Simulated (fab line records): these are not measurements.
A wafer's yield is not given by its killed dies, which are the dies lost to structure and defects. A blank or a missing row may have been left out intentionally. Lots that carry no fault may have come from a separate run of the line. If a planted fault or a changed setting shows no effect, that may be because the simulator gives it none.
2 desks, one fault / flow nand-harc / numbers are kept per desk, each desk with only its own; the story behind them comes last

## DESK OF THE TOOL OWNER: rie-diel-08
The tool's own readings at NHARC_A_CHANNEL_HOLE_D1_ETCH_39 (etches the open film in N2/H2, target depth 260 nm, time 325 s): means of the sampled wafers that have a number, for each lot that ran on this tool. A lot is out of limits, marked OUT, if its mean lies more than 4 standard deviations from the usual mean; the brackets give that distance.
Columns: A = drypump-motor-current-A at NHARC_A_CHANNEL_HOLE_D1_ETCH_39, usual 5.8 A; B = oes-product-au at NHARC_A_CHANNEL_HOLE_D1_ETCH_39, usual 0.998 a.u.; C = rf-vpp-V at NHARC_A_CHANNEL_HOLE_D1_ETCH_39, usual 430.1 V; D = run-length-s at NHARC_A_CHANNEL_HOLE_D1_ETCH_39, usual 346.2 s; E = showerhead-plenum-p-Torr at NHARC_A_CHANNEL_HOLE_D1_ETCH_39, usual 2.03 Torr; F = throttle-valve-pct at NHARC_A_CHANNEL_HOLE_D1_ETCH_39, usual 14.172 %
lot=L242; first seen here=day 8 14:08; A=6.2; B=0.995; C=428.3; D=346.1; E=1.94; F=14.174
lot=L247; first seen here=day 10 19:14; A=5.4; B=1.000; C=432.0; D=346.1; E=2.12; F=14.168
lot=L248; first seen here=day 11 16:01; A=5.4; B=1.008; C=434.2; D=346.3; E=2.16; F=14.169
lot=L255; first seen here=day 14 04:53; A=6.2; B=0.993; C=428.2; D=318.3 (-59) OUT; E=1.94; F=14.168
lot=L257; first seen here=day 14 11:53; A=5.8; B=1.000; C=430.7; D=318.5 (-59) OUT; E=2.03; F=14.169
lot=L262; first seen here=day 17 05:24; A=6.1; B=0.999; C=429.5; D=345.8; E=2.02; F=14.173
lot=L263; first seen here=day 17 07:20; A=6.1; B=1.003; C=429.0; D=345.9; E=2.02; F=14.173
lot=L264; first seen here=day 17 19:43; A=5.5; B=1.008; C=431.2; D=346.3; E=2.07; F=14.165
lot=L265; first seen here=day 18 06:59; A=5.8; B=0.993; C=429.7; D=346.1; E=2.03; F=14.174
This desk's verdict: out of limits on L255, L257, starting with L255 at day 14 04:53 (run-length-s at NHARC_A_CHANNEL_HOLE_D1_ETCH_39). L242, L247, L248, L262, L263, L264, L265 stayed within limits.

## FROM THE METROLOGY DESK
What the gauges read for every lot (on any tool): the sampled wafers with a number, averaged. A lot is out of limits, marked OUT, if its mean lies more than 4 standard deviations from the usual mean; the brackets give that distance.
Columns: A = overlay-x-nm at NHARC_A_CHANNEL_HOLE_D1_OVL_MEAS_11, usual -0.2 nm; B = overlay-y-nm at NHARC_A_CHANNEL_HOLE_D1_OVL_MEAS_11, usual -0.1 nm
lot=L242; first seen here=day 8 13:50; A=1.2; B=0.4
lot=L247; first seen here=day 10 18:56; A=-0.8; B=-1.0
lot=L246; first seen here=day 10 19:10; A=-1.2; B=0.5
lot=L248; first seen here=day 11 15:43; A=-1.1; B=0.5
lot=L255; first seen here=day 14 04:37; A=-0.9; B=1.9
lot=L257; first seen here=day 14 11:32; A=-1.3; B=-0.3
lot=L256; first seen here=day 14 11:49; A=-0.6; B=0.4
lot=L260; first seen here=day 16 08:12; A=1.9; B=-0.6
lot=L262; first seen here=day 17 05:08; A=-1.6; B=-0.4
lot=L263; first seen here=day 17 07:02; A=-0.2; B=-0.5
lot=L264; first seen here=day 17 19:06; A=-1.8; B=-0.8
lot=L265; first seen here=day 18 06:35; A=0.9; B=-0.9
This desk found nothing out of limits on any of the 12 lots.

## BROUGHT TOGETHER
The tool owner's desk had the chance to raise an alarm at day 14 04:53 on L255, L257.
Metrology desk: nothing out of limits seen.
The metrology desk has L255, L257 on record, within its limits.
Of the lots named, all ran NHARC_A_CHANNEL_HOLE_D1_ETCH_39 on rie-diel-08.

## WHAT THE SIMULATOR HAD PUT IN
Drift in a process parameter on rie-diel-08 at NHARC_A_CHANNEL_HOLE_D1_ETCH_39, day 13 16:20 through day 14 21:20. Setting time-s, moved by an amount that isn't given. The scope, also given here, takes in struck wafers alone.
Lots struck among those shown: L255, L257.
Delay in hours, fault start to first out-of-limits reading, by desk: the tool owner's desk at 13.
